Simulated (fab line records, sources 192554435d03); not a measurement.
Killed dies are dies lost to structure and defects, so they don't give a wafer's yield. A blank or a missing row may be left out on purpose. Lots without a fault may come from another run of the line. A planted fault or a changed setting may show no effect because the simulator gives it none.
A struck lot beside a sound one | flow n5_finfet | 40 steps out of a route of 1938
Sound: wafers L980.1, L980.5, L980.6. Struck: wafers L987.5, L987.6. (L987.1 of the same lot was not struck and is left out.) The cause comes at the end.
At each step with rows: each side's tool, then ch and its chambers, then its first start. Under that, the readings that differ: sound wafers | struck wafers | difference of the means | sigmas: that difference in standard deviations of wafers without a fault.
alike: readings whose means differ by less than 2 such deviations, and words and numbers that are the same on both sides. not compared: withheld readings, readings that some wafer has no value for, bounds like >300 that may hide the same value, and numbers for which the record gives no deviation and whose values overlap.
The two part at a step that has a row with sigmas, a row that says differs or no value, or rows on one side only. Numbers that don't overlap but have no deviation are shown without sigmas and don't part them. A reading that every wafer of one side lacks parts them only if that side has two wafers or more.

first, 9 steps without rows for these wafers: N5_BEOL_M4_ANNEAL_95 (time 240 s); N5_BEOL_M4_SPUTTER_96 (material Cu, target thk 4.5 nm, time 8.29 s); N5_BEOL_M4_ECD_50 (material Cu, target thk 300 nm); N5_BEOL_M4_ANNEAL_51 (time 90 s); N5_BEOL_M4_CMP_52 (polishes, stops on SiOC, t overpolish 6.8 s, target thk 40 nm); N5_BEOL_M4_PRE_CLEAN_60 (time 15 s); N5_BEOL_M4_CO_CAP_55 (material Co, precursor CCTBA/H2, target thk 2 nm, time 102.1 s); N5_BEOL_M4_PRE_CLEAN_56 (time 15 s); N5_BEOL_M4_DEP_57 (deposits SiCN from 3MS/NH3, target thk 8 nm, time 14 s).
N5_BEOL_M4_RC_MEAS_101:
  sound on prober-02 ch 0, day 8 23:52; struck on prober-01 ch 0, day 10 05:17
  alike: DIBL_N, DIBL_P, IOFF_N, IOFF_P, ION_N, ION_P, SS_N, SS_P, VT_N, VT_P
then, 24 steps without rows for these wafers: N5_BEOL_M5_ILD_DEP_00 (deposits SiCOH lowk from DEMS/porogen, target thk 140.64 nm, time 25.9 s); N5_BEOL_M5_CURE_79 (cures SiCOH lowk, time 240 s); N5_BEOL_M5_PECVD_70 (deposits SiO2 from TEOS/O2, target thk 16 nm, time 18 s); N5_BEOL_M5_HM_DEP_02 (deposits TiN, target thk 20 nm); N5_BEOL_M5_COAT_59 (time 60 s, resist thk 60 nm); N5_BEOL_M5_COAT_60 (time 60 s, resist thk 12 nm); N5_BEOL_M5_COAT_71 (time 60 s, resist thk 5 nm); N5_BEOL_M5_COAT_05 (resist thk 30 nm); N5_BEOL_M5_EBR_07; N5_BEOL_M5_SOFTBAKE_06 (time 60 s); N5_BEOL_M5_EXPOSE_08 (exposes mask M5, target cd 28 nm); N5_BEOL_M5_PEB_09 (peb time 60 s); N5_BEOL_M5_DEVELOP_10 (develop time 30 s); N5_BEOL_M5_DESCUM_16 (chemistry O2, time 7 s); N5_BEOL_M5_ETCH_72 (etches underlayer in N2/H2, target depth 6.5 nm, time 5.2 s); N5_BEOL_M5_ETCH_61 (etches SiARC in CF4, target depth 15.6 nm, time 26 s); N5_BEOL_M5_ETCH_62 (etches SOC in N2/H2, target depth 75 nm, overetch 15 nm, time 112.5 s); N5_BEOL_M5_STRIP_63 (strips in N2/H2); N5_BEOL_M5_STRIP_73 (strips in N2/H2); N5_BEOL_M5_STRIP_64 (strips in CF4); N5_BEOL_M5_HM_OPEN_17 (chemistry Cl2/BCl3, target TiN, target depth 20 nm, overetch 6 nm); N5_BEOL_M5_STRIP_19 (strips in O2); N5_BEOL_M5_COAT_65 (time 60 s, resist thk 60 nm); N5_BEOL_M5_COAT_66 (time 60 s, resist thk 12 nm).
-- the record jumps here: 2 days lie between the struck wafers' starts before and after (it left off in module BEOL_M5 and takes up again in module BEOL_M11, whose first step shown is number 1554 of the route) --
N5_BEOL_M11_ETCH_62: etches SOC in N2/H2, target depth 110 nm, overetch 22 nm, time 165 s.
  sound on rie_diel-06 ch 2,3, day 11 12:11; struck on rie_diel-06 ch 2,3, day 12 15:34
  reading                                     | sound             | struck      | difference                    | sigmas
  bias_w (W)                                  | 150.0 150.0 149.3 | - -         | no value on the struck wafers |
  model.etch.depth_nm (nm)                    | 100.5 100.3 100.9 | 74.69 80.77 | -22.84                        |
  model.SiARC_of_BEOL_M11_COAT_60.thk_nm (nm) | 23.8 23.8 23.8    | 26.2 26     | +2.3                          |
  alike: drypump_motor_current_A, oes_product_au, rf_vpp_V, showerhead_plenum_p_Torr, throttle_valve_pct
  not compared: rf_hours_counter_h
N5_BEOL_M11_HM_OPEN_17: chemistry Cl2/BCl3, target TiN, target depth 20 nm, overetch 6 nm.
  sound on rie_metal-01 ch 0,1, day 11 12:23; struck on rie_metal-03 ch 0,1, day 12 15:45
  reading                     | sound             | struck      | difference | sigmas
  drypump_motor_current_A (A) | 4.9 5.6 4.9       | 5.8 6.1     | +0.8       | +2
  oes_product_au (a.u.)       | 0.67 0.63 0.67    | 0.31 0.23   | -0.39      | -5
  throttle_valve_pct (%)      | 21.99 22.29 21.99 | 23.00 22.88 | +0.85      | +4
  alike: bias_w
  not compared: rf_hours_counter_h
N5_BEOL_M11_CD_MEAS_18: pitch 140 nm, target cd 70 nm.
  sound on cd_sem-01, day 11 12:34; struck on cd_sem-03, day 12 15:56
  reading    | sound          | struck | difference                    | sigmas
  cd_nm (nm) | 67.9 68.4 69.1 | - -    | no value on the struck wafers |
N5_BEOL_M11_VIA_ETCH_34: etches SiCOH lowk in C4F6/O2, target depth 184.5 nm, time 69.2 s.
  sound on rie_diel-03 ch 2,3, day 11 14:06; struck on rie_diel-06 ch 2,3, day 12 17:41
  reading               | sound          | struck    | difference | sigmas
  oes_product_au (a.u.) | 0.88 0.89 0.65 | 0.28 0.32 | -0.51      | -6
  alike: bias_w, drypump_motor_current_A, rf_vpp_V, showerhead_plenum_p_Torr, throttle_valve_pct
  not compared: rf_hours_counter_h
N5_BEOL_M11_OCD_MEAS_38:
  sound on ocd-02, day 11 14:23; struck on ocd-01, day 12 17:58
  reading              | sound       | struck | difference                    | sigmas
  trench_depth_nm (nm) | 150 148 141 | - -    | no value on the struck wafers |
N5_PASSIVATION_PROBE_49:
  the record has rows for the struck wafers here (prober-01, day 14 16:41) and none for the sound ones

WHERE THEY PART
First at N5_BEOL_M11_ETCH_62; last, within this record, at N5_PASSIVATION_PROBE_49.

WHY: what the simulator had put in
Process parameter drift: rie_diel-06, from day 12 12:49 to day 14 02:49, at N5_BEOL_M11_ETCH_62. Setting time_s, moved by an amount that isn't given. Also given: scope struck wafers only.
